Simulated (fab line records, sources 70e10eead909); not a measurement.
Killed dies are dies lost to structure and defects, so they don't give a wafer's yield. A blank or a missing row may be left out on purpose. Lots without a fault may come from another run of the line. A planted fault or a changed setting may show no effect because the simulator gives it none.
Which tool did it? | flow nand_harc | 24 lots, 72 wafers sampled, at 4 steps of a route of 1302

WHAT THE GAUGES READ, wafer by wafer
NHARC_A_DECK1_JOINT_INSPECT_05.
lot  | measured     | on                | raw_defect_count
L075 | day 12 15:25 | defect_inspect-02 | 491 186 349
L074 | day 12 15:35 | defect_inspect-02 | 228 256 352
L076 | day 13 01:16 | defect_inspect-01 | 220 197 193
L077 | day 13 14:31 | defect_inspect-02 | 290 257 186
L078 | day 14 02:35 | defect_inspect-01 | 148 270 235
L079 | day 14 02:45 | defect_inspect-02 | 237 214 222
L081 | day 14 20:03 | defect_inspect-02 | 265 403 317
L080 | day 14 22:39 | defect_inspect-01 | 214 236 266
L083 | day 16 08:25 | defect_inspect-01 | 323 511 413
L082 | day 16 08:26 | defect_inspect-01 | 324 586 515
L084 | day 16 13:25 | defect_inspect-01 | 194 222 236
L085 | day 16 13:35 | defect_inspect-02 | 191 263 328
L086 | day 17 17:51 | defect_inspect-01 | 359 559 302
L089 | day 18 08:04 | defect_inspect-02 | 650 553 395
L087 | day 18 08:05 | defect_inspect-01 | 245 226 204
L088 | day 18 08:14 | defect_inspect-02 | 378 431 283
L090 | day 19 00:26 | defect_inspect-02 | 579 475 326
L091 | day 19 12:46 | defect_inspect-02 | 430 242 317
L093 | day 20 03:19 | defect_inspect-02 | 202 284 246
L092 | day 20 03:24 | defect_inspect-01 | 289 222 234
L094 | day 20 13:39 | defect_inspect-01 | 270 251 295
L095 | day 21 08:25 | defect_inspect-02 | 138 266 320
L096 | day 21 15:12 | defect_inspect-02 | 236 217 135
L097 | day 22 01:58 | defect_inspect-01 | 258 270 224

NHARC_A_CHANNEL_HOLE_D2_INSPECT_40.
lot  | measured     | on                | raw_defect_count
L075 | day 13 15:15 | defect_inspect-02 | 333 175 275
L074 | day 13 14:43 | defect_inspect-01 | 288 304 396
L076 | day 14 00:13 | defect_inspect-01 | 174 184 178
L077 | day 14 14:10 | defect_inspect-01 | 294 297 249
L078 | day 15 02:42 | defect_inspect-01 | 196 301 269
L079 | day 15 05:11 | defect_inspect-02 | 278 244 239
L081 | day 16 00:20 | defect_inspect-01 | 240 319 271
L080 | day 16 02:26 | defect_inspect-02 | 250 267 252
L083 | day 17 12:16 | defect_inspect-01 | 260 405 309
L082 | day 17 08:07 | defect_inspect-02 | 277 510 457
L084 | day 17 16:58 | defect_inspect-01 | 165 197 197
L085 | day 17 20:38 | defect_inspect-01 | 162 202 235
L086 | day 18 18:13 | defect_inspect-01 | 294 415 243
L089 | day 19 11:17 | defect_inspect-01 | 483 409 296
L087 | day 19 07:08 | defect_inspect-01 | 211 174 178
L088 | day 19 07:19 | defect_inspect-02 | 336 375 273
L090 | day 19 23:16 | defect_inspect-02 | 422 388 309
L091 | day 20 16:19 | defect_inspect-02 | 329 270 311
L093 | day 21 03:43 | defect_inspect-01 | 184 218 185
L092 | day 21 03:22 | defect_inspect-01 | 298 233 264
L094 | day 21 14:28 | defect_inspect-01 | 226 194 243
L095 | day 22 09:11 | defect_inspect-01 | 120 219 199
L096 | day 22 17:01 | defect_inspect-02 | 235 205 168
L097 | day 23 04:07 | defect_inspect-02 | 268 291 245

WHICH TOOL RAN EACH LOT (tool, then ch and the chambers of the sampled wafers, then the start)
lot  | NHARC_A_CHANNEL_HOLE_D2_ETCH_38    | NHARC_A_CHANNEL_HOLE_D2_ETCH_22
L075 | rie_diel-05 ch 0,1,2, day 13 08:26 | har_etch-01 ch 0,1, day 13 10:31
L074 | rie_diel-09 ch 0,2,3, day 13 07:55 | har_etch-02 ch 0,1, day 13 09:52
L076 | rie_diel-05 ch 0,1,3, day 13 17:25 | har_etch-01 ch 0,1, day 13 19:23
L077 | rie_diel-05 ch 0,2, day 14 07:22   | har_etch-02 ch 1, day 14 09:26
L078 | rie_diel-05 ch 0,1,2, day 14 18:35 | har_etch-02 ch 1, day 14 21:52
L079 | rie_diel-05 ch 1,2,3, day 14 18:54 | har_etch-01 ch 0,1, day 15 00:20
L081 | rie_diel-12 ch 0,3, day 15 16:10   | har_etch-01 ch 0,1, day 15 19:27
L080 | rie_diel-05 ch 0,2,3, day 15 17:17 | har_etch-02 ch 0,1, day 15 21:46
L083 | rie_diel-09 ch 0,3, day 17 02:36   | har_etch-01 ch 0,1, day 17 07:26
L082 | rie_diel-12 ch 0,1, day 17 01:06   | har_etch-01 ch 0, day 17 03:23
L084 | rie_diel-09 ch 0,3, day 17 05:48   | har_etch-02 ch 0,1, day 17 12:19
L085 | rie_diel-05 ch 1,2,3, day 17 06:28 | har_etch-01 ch 0,1, day 17 15:58
L086 | rie_diel-05 ch 0,1, day 18 11:23   | har_etch-02 ch 1, day 18 13:26
L089 | rie_diel-05 ch 2,3, day 19 02:20   | har_etch-02 ch 0,1, day 19 06:27
L087 | rie_diel-05 ch 1,2, day 19 00:19   | har_etch-02 ch 0,1, day 19 02:17
L088 | rie_diel-12 ch 0,2,3, day 19 00:31 | har_etch-01 ch 0,1, day 19 02:39
L090 | rie_diel-05 ch 0,2,3, day 19 16:28 | har_etch-01 ch 0,1, day 19 18:31
L091 | rie_diel-05 ch 1,3, day 20 07:20   | har_etch-01 ch 1, day 20 11:27
L093 | rie_diel-09 ch 0,3, day 20 20:56   | har_etch-02 ch 0,1, day 20 22:53
L092 | rie_diel-05 ch 0,1, day 20 20:34   | har_etch-01 ch 0,1, day 20 22:38
L094 | rie_diel-12 ch 1,2, day 21 07:40   | har_etch-02 ch 1, day 21 09:43
L095 | rie_diel-12 ch 1,2,3, day 22 00:31 | har_etch-02 ch 0,1, day 22 04:20
L096 | rie_diel-12 ch 0,1,2, day 22 10:10 | har_etch-01 ch 0,1, day 22 12:15
L097 | rie_diel-05 ch 1,2,3, day 22 21:17 | har_etch-01 ch 0,1, day 22 23:20
- NHARC_A_CHANNEL_HOLE_D2_ETCH_38: etches the open film in CF4, target depth 39 nm, time 65 s.
- NHARC_A_CHANNEL_HOLE_D2_ETCH_22: etches the open film in C4F8/O2/Ar, time 666.7 s, target depth 1600 nm.

WHAT THE TOOLS THEMSELVES READ (means of the sampled wafers that have a number; where no wafer has one, the mark that the record gives instead)
NHARC_A_CHANNEL_HOLE_D2_ETCH_38.
lot  | tool        | drypump_motor_current_A (A) | oes_product_au (a.u.) | rf_vpp_V (V) | showerhead_plenum_p_Torr (Torr) | throttle_valve_pct (%)
L075 | rie_diel-05 | 5.7                         | 1.004                 | 150.8        | 1.74                            | 13.286
L074 | rie_diel-09 | 5.7                         | 1.010                 | 152.0        | 1.78                            | 13.293
L076 | rie_diel-05 | 5.7                         | 1.003                 | 151.1        | 1.70                            | 13.281
L077 | rie_diel-05 | 5.6                         | 1.009                 | 149.9        | 1.71                            | 13.285
L078 | rie_diel-05 | 5.7                         | 1.003                 | 150.8        | 1.74                            | 13.276
L079 | rie_diel-05 | 5.9                         | 0.995                 | 150.8        | 1.75                            | 13.288
L081 | rie_diel-12 | 5.3                         | 1.002                 | 150.6        | 1.69                            | 13.280
L080 | rie_diel-05 | 5.8                         | 0.993                 | 150.7        | 1.71                            | 13.281
L083 | rie_diel-09 | 5.5                         | 1.003                 | 151.1        | 1.76                            | 13.283
L082 | rie_diel-12 | 5.5                         | 0.999                 | 150.6        | 1.69                            | 13.278
L084 | rie_diel-09 | 5.3                         | 1.004                 | 150.3        | 1.73                            | 13.290
L085 | rie_diel-05 | 5.9                         | 1.001                 | 151.0        | 1.75                            | 13.282
L086 | rie_diel-05 | 5.4                         | 0.994                 | 150.6        | 1.69                            | 13.273
L089 | rie_diel-05 | 6.1                         | 1.000                 | 150.4        | 1.72                            | 13.285
L087 | rie_diel-05 | 6.0                         | 0.994                 | 151.2        | 1.78                            | 13.281
L088 | rie_diel-12 | 5.4                         | 0.996                 | 151.0        | 1.72                            | 13.275
L090 | rie_diel-05 | 5.8                         | 0.990                 | 150.1        | 1.71                            | 13.288
L091 | rie_diel-05 | 5.7                         | 1.000                 | 150.4        | 1.74                            | 13.292
L093 | rie_diel-09 | 5.5                         | 1.007                 | 150.5        | 1.75                            | 13.270
L092 | rie_diel-05 | 5.5                         | 0.991                 | 151.0        | 1.73                            | 13.288
L094 | rie_diel-12 | 5.7                         | 0.981                 | 150.7        | 1.74                            | 13.273
L095 | rie_diel-12 | 5.6                         | 0.984                 | 150.8        | 1.72                            | 13.280
L096 | rie_diel-12 | 5.5                         | 0.990                 | 149.6        | 1.71                            | 13.272
L097 | rie_diel-05 | 5.9                         | 0.995                 | 151.1        | 1.75                            | 13.283

NHARC_A_CHANNEL_HOLE_D2_ETCH_22.
lot  | tool        | c4f8_flow_sccm (sccm) | drypump_motor_current_A (A) | showerhead_plenum_p_Torr (Torr) | throttle_valve_pct (%)
L075 | har_etch-01 | 89.37                 | 4.9                         | 3.69                            | 32.151
L074 | har_etch-02 | 89.20                 | 5.6                         | 3.69                            | 32.152
L076 | har_etch-01 | 89.33                 | 5.2                         | 3.69                            | 32.152
L077 | har_etch-02 | 89.38                 | 5.2                         | 3.74                            | 32.158
L078 | har_etch-02 | 89.23                 | 5.2                         | 3.73                            | 32.141
L079 | har_etch-01 | 89.45                 | 5.2                         | 3.68                            | 32.150
L081 | har_etch-01 | 89.31                 | 4.9                         | 3.68                            | 32.150
L080 | har_etch-02 | 89.14                 | 5.6                         | 3.67                            | 32.157
L083 | har_etch-01 | 89.23                 | 5.2                         | 3.66                            | 32.159
L082 | har_etch-01 | 89.31                 | 4.7                         | 3.66                            | 32.152
L084 | har_etch-02 | 89.41                 | 5.6                         | 3.78                            | 32.153
L085 | har_etch-01 | 89.00                 | 5.0                         | 3.66                            | 32.156
L086 | har_etch-02 | 88.88                 | 5.2                         | 3.71                            | 32.156
L089 | har_etch-02 | 88.96                 | 5.7                         | 3.77                            | 32.150
L087 | har_etch-02 | 89.51                 | 6.0                         | 3.85                            | 32.158
L088 | har_etch-01 | 89.38                 | 5.2                         | 3.65                            | 32.162
L090 | har_etch-01 | 89.30                 | 5.2                         | 3.64                            | 32.151
L091 | har_etch-01 | 89.45                 | 5.5                         | 3.64                            | 32.156
L093 | har_etch-02 | 88.99                 | 6.0                         | 3.83                            | 32.166
L092 | har_etch-01 | 89.06                 | 5.2                         | 3.63                            | 32.146
L094 | har_etch-02 | 89.27                 | 5.2                         | 3.68                            | 32.162
L095 | har_etch-02 | 89.15                 | 6.0                         | 3.83                            | 32.156
L096 | har_etch-01 | 89.50                 | 5.2                         | 3.62                            | 32.149
L097 | har_etch-01 | 89.19                 | 5.2                         | 3.62                            | 32.159

THE ANSWER, worked out from the rows above alone
Rule: what is usual is taken from the lots themselves. Put in order of their means at a reading, lots are off if they are a third of the lots or fewer, leave a main group of 4 or more, and stand apart from it by a gap of 3 or more times the standard deviation of the main group's means; of several such gaps the widest counts. A main group whose means are all the same, to the digits that the tables above print for the reading, isn't used. A lot without any number at a reading at which 4 lots or more have one is off too. The other lots that the step has rows for count as sound. The gauges are gone through in route order, then the tools' own readings, and for those a lot's mean is taken as printed above. The first step at which some lot is off is used, and at that step the reading that is off furthest; a lot without a number counts as furthest.
No lot is off at any reading shown: from this, nothing can be told.

WHAT THE SIMULATOR HAD PUT IN
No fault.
